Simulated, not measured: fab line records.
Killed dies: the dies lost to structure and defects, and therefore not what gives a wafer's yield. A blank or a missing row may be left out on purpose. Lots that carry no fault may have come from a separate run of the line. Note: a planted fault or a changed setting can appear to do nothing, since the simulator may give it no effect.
Comparing a struck lot with a sound one / flow nand-harc / 15 out of 1159 route steps
Sound: these wafers, L215.1, L215.2, L215.3. Wafers struck: L205.2, L205.4, L205.6. The cause is named last.
Per side, at each step with rows, come the tool, then ch with its chambers, and then its first start. Under that, the readings that differ: sound wafers / struck wafers / difference of the means / sigmas: that difference in standard deviations of wafers without a fault.
alike: a reading whose means differ by less than 2 such deviations, as well as words and numbers matching on both sides. not compared: withheld readings; readings where some wafer has no value; bounds like >300 that might hide an equal value; numbers whose values overlap and for which the record gives no deviation.
The two part at a step that has a row with sigmas, a row that says differs or no value, or rows on one side only. Non-overlapping numbers with no deviation appear without sigmas and do not part them. A reading that every wafer of one side lacks parts them only if that side has two wafers or more.

first, 2 steps without rows for these wafers: NHARC_THIN_TSV_PEB_10 (peb time 85 s); NHARC_THIN_TSV_DEVELOP_11 (time 70 s).
NHARC_THIN_TSV_CD_MEAS_12: the cd target is 1000 nm.
  sound on cd-sem-02 ch 0, day 22 21:38; struck on cd-sem-01 ch 0, day 19 22:47
  alike: cd-nm
then, 2 steps without rows for these wafers: NHARC_THIN_TSV_HARDBAKE_13 (time 80 s); NHARC_THIN_TSV_DESCUM_14 (chemistry O2, time 3 s).
NHARC_THIN_TSV_ETCH_44: etches the open film in CF4/O2, target depth 1594.2 nm, time 797.1 s.
  sound on rie-diel-02 ch 1,2,3, day 22 21:57; struck on rie-diel-10 ch 0,3, day 19 23:01
reading=showerhead-plenum-p-Torr (Torr); sound=1.70 1.78 1.79; struck=1.92 1.83 1.92; difference=+0.13; sigmas=+2
  alike: drypump-motor-current-A, oes-product-au, rf-vpp-V, throttle-valve-pct
  not compared: rf-hours-counter-h
NHARC_THIN_TSV_ETCH_15: target depth 3000 nm, bosch target overetch cycles 2, bosch etch step 2.8 s.
  sound on rie-si-02 ch 0,1,3, day 22 22:28; struck on rie-si-02 ch 0,2,3, day 19 23:37
  alike: drypump-motor-current-A, he-backside-leak-sccm
  not compared: rf-hours-counter-h
NHARC_THIN_TSV_CD_MEAS_16:
  sound on cd-sem-01 at day 22 22:37; struck on cd-sem-03 at day 19 23:44
  alike: cd-nm
then, 2 steps without rows for these wafers: NHARC_THIN_TSV_STRIP_45 (strips in O2); NHARC_THIN_TSV_STRIP_46 (strips in post etch residue remover, time 1200 s).
NHARC_THIN_TSV_DEP_47: deposits SiO2, target thk 200 nm.
  sound on pecvd-03 ch 0,1,2, day 22 23:30; struck on pecvd-03 ch 0,1, day 20 00:37
  alike: throttle-valve-pct
NHARC_THIN_TSV_ETCHBACK_48: etches the open film in C4F8/Ar, target depth 1028.5 nm, time 405.17 s.
  sound on rie-diel-10 ch 0,1,3, day 22 23:56; struck on rie-diel-08 ch 0,2,3, day 20 01:05
  alike: oes-product-au, rf-vpp-V
  not compared: rf-hours-counter-h
NHARC_THIN_TSV_STRIP_62: strips in N2/H2, time 20 s.
  sound on plasma-asher-02 ch 0,1, day 23 00:16; struck on plasma-asher-02 ch 0,1, day 20 01:23
  no value came back on the struck wafers for drypump-motor-current-A (A), heater-power-w (W); on the sound wafers drypump-motor-current-A (A) reads 5.9 6.6 6.0
  not compared: rf-hours-counter-h
NHARC_THIN_TSV_DEGAS_49: time 120 s.
  sound on pvd-sputter-02 at day 23 00:26; struck on pvd-sputter-02 at day 20 01:33
  alike: heater-power-w
NHARC_END_SORT_01:
  at this point the record logs the struck wafers (prober-02 ch 0, day 21 01:06) and has no rows for the sound ones

## WHERE THEY PART
First at NHARC_THIN_TSV_ETCH_44; last, within this record, at NHARC_END_SORT_01.

WHY: what the simulator had put in
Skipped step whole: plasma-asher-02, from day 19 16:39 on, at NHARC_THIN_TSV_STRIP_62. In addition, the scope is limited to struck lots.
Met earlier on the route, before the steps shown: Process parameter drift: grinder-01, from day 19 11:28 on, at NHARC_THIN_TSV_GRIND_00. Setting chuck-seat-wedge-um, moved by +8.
